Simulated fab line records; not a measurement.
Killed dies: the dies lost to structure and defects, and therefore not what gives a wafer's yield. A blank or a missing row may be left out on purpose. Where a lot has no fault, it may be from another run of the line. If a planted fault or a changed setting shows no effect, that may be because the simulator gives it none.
Chamber matching / flow n5_finfet / N5_SDB_DESCUM_16 on rie_diel-05: 4 sister chambers
The step chemistry O2, time 7.9 s. 24 wafers are shown with their chamber, then 12 later ones without.

== WAFERS PAIRED WITH THEIR CHAMBERS ==
wafer=L077.1; chamber=0; drypump_motor_current_A (A)=6.0; throttle_valve_pct (%)=20.17; showerhead_plenum_p_Torr (Torr)=2.02
wafer=L077.2; chamber=2; drypump_motor_current_A (A)=6.6; throttle_valve_pct (%)=20.58; showerhead_plenum_p_Torr (Torr)=2.11
wafer=L077.3; chamber=3; drypump_motor_current_A (A)=4.9; throttle_valve_pct (%)=19.93; showerhead_plenum_p_Torr (Torr)=2.06
wafer=L077.4; chamber=1; drypump_motor_current_A (A)=6.3; throttle_valve_pct (%)=20.27; showerhead_plenum_p_Torr (Torr)=2.06
wafer=L077.5; chamber=2; drypump_motor_current_A (A)=6.6; throttle_valve_pct (%)=20.58; showerhead_plenum_p_Torr (Torr)=2.11
wafer=L077.6; chamber=3; drypump_motor_current_A (A)=4.9; throttle_valve_pct (%)=19.92; showerhead_plenum_p_Torr (Torr)=2.06
wafer=L078.1; chamber=2; drypump_motor_current_A (A)=6.6; throttle_valve_pct (%)=20.60; showerhead_plenum_p_Torr (Torr)=2.10
wafer=L078.2; chamber=1; drypump_motor_current_A (A)=6.4; throttle_valve_pct (%)=20.24; showerhead_plenum_p_Torr (Torr)=2.05
wafer=L078.3; chamber=3; drypump_motor_current_A (A)=4.9; throttle_valve_pct (%)=19.94; showerhead_plenum_p_Torr (Torr)=2.06
wafer=L078.4; chamber=0; drypump_motor_current_A (A)=6.0; throttle_valve_pct (%)=20.16; showerhead_plenum_p_Torr (Torr)=2.02
wafer=L078.5; chamber=2; drypump_motor_current_A (A)=6.6; throttle_valve_pct (%)=20.59; showerhead_plenum_p_Torr (Torr)=2.10
wafer=L078.6; chamber=1; drypump_motor_current_A (A)=6.3; throttle_valve_pct (%)=20.24; showerhead_plenum_p_Torr (Torr)=2.05
wafer=L081.2; chamber=3; drypump_motor_current_A (A)=4.9; throttle_valve_pct (%)=19.91; showerhead_plenum_p_Torr (Torr)=2.06
wafer=L081.3; chamber=2; drypump_motor_current_A (A)=6.6; throttle_valve_pct (%)=20.60; showerhead_plenum_p_Torr (Torr)=2.10
wafer=L081.5; chamber=3; drypump_motor_current_A (A)=4.9; throttle_valve_pct (%)=19.93; showerhead_plenum_p_Torr (Torr)=2.06
wafer=L084.1; chamber=1; drypump_motor_current_A (A)=6.4; throttle_valve_pct (%)=20.28; showerhead_plenum_p_Torr (Torr)=2.05
wafer=L084.2; chamber=0; drypump_motor_current_A (A)=6.0; throttle_valve_pct (%)=20.20; showerhead_plenum_p_Torr (Torr)=2.01
wafer=L084.3; chamber=3; drypump_motor_current_A (A)=4.9; throttle_valve_pct (%)=19.94; showerhead_plenum_p_Torr (Torr)=2.06
wafer=L084.4; chamber=2; drypump_motor_current_A (A)=6.6; throttle_valve_pct (%)=20.62; showerhead_plenum_p_Torr (Torr)=2.10
wafer=L084.5; chamber=2; drypump_motor_current_A (A)=6.6; throttle_valve_pct (%)=20.62; showerhead_plenum_p_Torr (Torr)=2.10
wafer=L084.6; chamber=3; drypump_motor_current_A (A)=4.9; throttle_valve_pct (%)=19.92; showerhead_plenum_p_Torr (Torr)=2.06
wafer=L085.2; chamber=2; drypump_motor_current_A (A)=6.6; throttle_valve_pct (%)=20.63; showerhead_plenum_p_Torr (Torr)=2.10
wafer=L085.5; chamber=1; drypump_motor_current_A (A)=6.4; throttle_valve_pct (%)=20.28; showerhead_plenum_p_Torr (Torr)=2.05
wafer=L085.6; chamber=2; drypump_motor_current_A (A)=6.6; throttle_valve_pct (%)=20.61; showerhead_plenum_p_Torr (Torr)=2.10

SIGNATURES (means of the wafers above)
reading=drypump_motor_current_A; chamber 0=6.000; chamber 1=6.360; chamber 2=6.600; chamber 3=4.900; scatter within a chamber=0.0245
reading=throttle_valve_pct; chamber 0=20.1767; chamber 1=20.2620; chamber 2=20.6033; chamber 3=19.9271; scatter within a chamber=0.0172
reading=showerhead_plenum_p_Torr; chamber 0=2.0167; chamber 1=2.0520; chamber 2=2.1022; chamber 3=2.0600; scatter within a chamber=0.00389
Rule: a wafer lies at a distance from a chamber equal to the root of the sum of squares, over the readings, of (its reading less the chamber's mean, divided by the reading's scatter). The wafer belongs to the nearest chamber; if the next one is less than 2 further off, it can't be placed. The scatter is the square root of a quotient: the sum, over the shown wafers, of each reading's squared deviation from its chamber's mean, divided by wafers minus chambers.

== WAFERS WITH NO CHAMBER GIVEN ==
wafer=L092.1; drypump_motor_current_A (A)=4.9; throttle_valve_pct (%)=19.96; showerhead_plenum_p_Torr (Torr)=2.05
wafer=L092.2; drypump_motor_current_A (A)=6.6; throttle_valve_pct (%)=20.65; showerhead_plenum_p_Torr (Torr)=2.09
wafer=L092.3; drypump_motor_current_A (A)=6.0; throttle_valve_pct (%)=20.20; showerhead_plenum_p_Torr (Torr)=2.01
wafer=L093.3; drypump_motor_current_A (A)=6.0; throttle_valve_pct (%)=20.21; showerhead_plenum_p_Torr (Torr)=2.00
wafer=L093.4; drypump_motor_current_A (A)=6.6; throttle_valve_pct (%)=20.63; showerhead_plenum_p_Torr (Torr)=2.09
wafer=L093.6; drypump_motor_current_A (A)=4.9; throttle_valve_pct (%)=19.98; showerhead_plenum_p_Torr (Torr)=2.05
wafer=L096.1; drypump_motor_current_A (A)=6.0; throttle_valve_pct (%)=20.22; showerhead_plenum_p_Torr (Torr)=2.00
wafer=L096.2; drypump_motor_current_A (A)=6.6; throttle_valve_pct (%)=20.65; showerhead_plenum_p_Torr (Torr)=2.09
wafer=L096.3; drypump_motor_current_A (A)=4.9; throttle_valve_pct (%)=19.98; showerhead_plenum_p_Torr (Torr)=2.05
wafer=L096.4; drypump_motor_current_A (A)=6.3; throttle_valve_pct (%)=20.30; showerhead_plenum_p_Torr (Torr)=2.05
wafer=L096.5; drypump_motor_current_A (A)=6.5; throttle_valve_pct (%)=20.65; showerhead_plenum_p_Torr (Torr)=2.09
wafer=L096.6; drypump_motor_current_A (A)=4.9; throttle_valve_pct (%)=19.99; showerhead_plenum_p_Torr (Torr)=2.05

== THE CHAMBER EACH PASSED THROUGH ==
wafer=L092.1; from the rows above=3; in truth=3
wafer=L092.2; from the rows above=2; in truth=2
wafer=L092.3; from the rows above=0; in truth=0
wafer=L093.3; from the rows above=0; in truth=0
wafer=L093.4; from the rows above=2; in truth=2
wafer=L093.6; from the rows above=3; in truth=3
wafer=L096.1; from the rows above=0; in truth=0
wafer=L096.2; from the rows above=2; in truth=2
wafer=L096.3; from the rows above=3; in truth=3
wafer=L096.4; from the rows above=1; in truth=1
wafer=L096.5; from the rows above=2; in truth=2
wafer=L096.6; from the rows above=3; in truth=3
12 of 12 placed correctly. Number that these rows cannot place: 0. Placed wrongly: 0.
